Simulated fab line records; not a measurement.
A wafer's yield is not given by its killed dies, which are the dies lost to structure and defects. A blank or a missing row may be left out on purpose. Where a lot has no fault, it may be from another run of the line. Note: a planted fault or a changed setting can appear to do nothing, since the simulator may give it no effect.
Lot-split experiment    flow n5 finfet    39 wafers read from 7 lots, route of 1938 steps

THE SPLIT ITSELF
At N5_BEOL_M0_SAQP_SPACER1_ALD_98 (deposits SiO2, target thk 12.8 nm, pulse time 1 s, purge time 2 s), the setting ald cycles was moved away from the recipe's 138 on 18 of the 39 wafers read, by -56.5% to +15.2%. The other wafers ran this setting at the recipe's value.

FROM THE SPLIT TO THE READING: what the file shows between them, 2 steps
- N5_BEOL_M0_SAQP_SPACER1_ETCHBACK_99: etches SiO2 in CHF3/O2, target depth 15.4 nm, time 7.7 s
- N5_BEOL_M0_SAQP_MANDREL1_REMOVE_100: chemistry HBr/Cl2/O2, target a-Si, stops on SiNx, bt time 10 s

THE READING
cd nm at N5_BEOL_M0_SAQP_CD_MEAS_25, given in nm (cd target 13.1 nm). A value of 12.75 nm with a standard deviation of 0.26 nm is what fault-free wafers of this fab line usually give.

wafer   tool, chamber at the split  ald cycles as run  against the recipe  cd nm, nm  against lot-mates on the recipe
L075.1  ald sin-03, 2,1,3           138                recipe              12.63      -
L075.2  ald sin-03, 2,1,3           138                recipe              13.05      -
L075.3  ald sin-03, 0               159                +15.2%              14.64      +1.88
L075.4  ald sin-03, 3,2             159                +15.2%              15.15      +2.39
L075.5  ald sin-03, 3,2             159                +15.2%              14.51      +1.75
L075.6  ald sin-03, 2,1,3           138                recipe              12.61      -
L079.1  ald sin-04, 3,2,0           96                 -30.4%              9.25       -3.62
L079.2  ald sin-04, 3,2,0           96                 -30.4%              9.05       -3.82
L079.3  ald sin-04, 1               138                recipe              13.07      -
L079.4  ald sin-04, 3,2,0           96                 -30.4%              9.03       -3.84
L079.5  ald sin-04, 3,2             138                recipe              12.94      -
L079.6  ald sin-04, 3,2             138                recipe              12.59      -
L081.1  ald sin-01, 0,1             116                -15.9%              10.82      -2.06
L081.2  ald sin-01, 0,1             116                -15.9%              10.57      -2.31
L081.3  ald sin-01, 2,0,1           138                recipe              12.76      -
L081.4  ald sin-01, 3               116                -15.9%              10.44      -2.44
L081.5  ald sin-01, 2,0,1           138                recipe              13.15      -
L081.6  ald sin-01, 2,0,1           138                recipe              12.74      -
L085.1  ald sin-03, 3               138                recipe              13.33      -
L085.2  ald sin-03, 2,0,1           84                 -39.1%              7.61       -5.40
L085.3  ald sin-03, 2,0,1           84                 -39.1%              7.40       -5.61
L085.4  ald sin-03, 2,0,1           84                 -39.1%              7.38       -5.63
L085.5  ald sin-03, 2               138                recipe              12.71      -
L085.6  ald sin-03, 3               138                recipe              12.98      -
L087.1  ald sin-03, 2,0             138                recipe              12.86      -
L087.2  ald sin-03, 3,1             60                 -56.5%              5.59       -7.31
L087.3  ald sin-03, 2,0             138                recipe              12.56      -
L087.4  ald sin-03, 1               60                 -56.5%              5.91       -6.99
L087.5  ald sin-03, 3,1             60                 -56.5%              5.47       -7.43
L087.6  ald sin-03, 2               138                recipe              13.27      -
L089.1  ald sin-01, 0               138                recipe              12.97      -
L089.2  ald sin-01, 2,1             138                recipe              13.06      -
L089.6  ald sin-01, 2,1             138                recipe              12.93      -
L090.1  ald sin-01, 1,2             88                 -36.2%              7.78       -4.84
L090.2  ald sin-01, 0,2,3           138                recipe              12.55      -
L090.3  ald sin-01, 0,2,3           138                recipe              12.73      -
L090.4  ald sin-01, 0,2,3           138                recipe              12.58      -
L090.5  ald sin-01, 1,2             88                 -36.2%              7.84       -4.78
L090.6  ald sin-01, 1               88                 -36.2%              7.83       -4.79
The file does not say which wafer passed through which chamber wherever a row lists several chambers: such a row stands for several wafers.

THE FIT
A straight line over all 39 wafers: cd nm changes by +0.131 nm for each +1% of ald cycles; r = +1.00; the points scatter about the line by 0.26 nm.
The same after taking each lot's own level away (the mean of its wafers on the recipe; 39 wafers): +0.131 nm for each +1%; r = +1.00; scatter 0.24 nm.
Per that fit: largest ald cycles move, reading shift of 7.4 nm.
The span of the lots' own levels, 12.620 to 13.007 nm, comes to 1.5 times the standard deviation stated above.
Hence the lot-to-lot level has little effect on the slope; both slopes agree.
Check: with one of the wafers moved furthest among these (-56.5%) left out of the fit, the line predicts -7.46 nm for it against its lot-mates. Against them it came out at -7.31 nm.

ADDITIONAL SPLITS CARRIED BY THESE WAFERS
Other splits were also applied to these wafers ahead of the reading. Each is held against what the fit with the lots' levels taken away leaves over:
other split on the same wafers      wafers away from the commonest value  r with cd nm (lot level and that fit taken away)
N5_FIN_SAQP_HM_DEP_72 target thk a  15                                    +0.14

THE WHOLE CHAIN: every reading that the file lists as answering this split, in the file's order
step                                 what it does                                                       reading                                                                                      change (the file's fit)                 r (the file's)
N5_BEOL_M0_SAQP_SPACER1_ALD_98       deposits SiO2, target thk 12.8 nm, pulse time 1 s, purge time 2 s  SiO2_of_BEOL_M0_SAQP_SPACER1_ALD_98.thk nm (the simulator's own value, which no gauge read)  +0.128 nm for each +1% of the setting   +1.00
N5_BEOL_M0_SAQP_MANDREL1_REMOVE_100  chemistry HBr/Cl2/O2, target a-Si, stops on SiNx, bt time 10 s     BEOL_M0_SAQP.cd nm (the simulator's own value, which no gauge read)                          +0.13 nm for each +1% of the setting    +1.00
N5_BEOL_M0_SAQP_MANDREL1_REMOVE_100  chemistry HBr/Cl2/O2, target a-Si, stops on SiNx, bt time 10 s     SiO2_of_BEOL_M0_SAQP_SPACER1_ALD_98.thk nm (the simulator's own value, which no gauge read)  +0.0975 nm for each +1% of the setting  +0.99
N5_BEOL_M0_SAQP_CD_MEAS_25           target cd 13.1 nm                                                  cd nm                                                                                        +0.132 nm for each +1% of the setting   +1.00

FILE'S OWN FIT
cd nm changes by +0.132 nm for each +1% of ald cycles, r = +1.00.
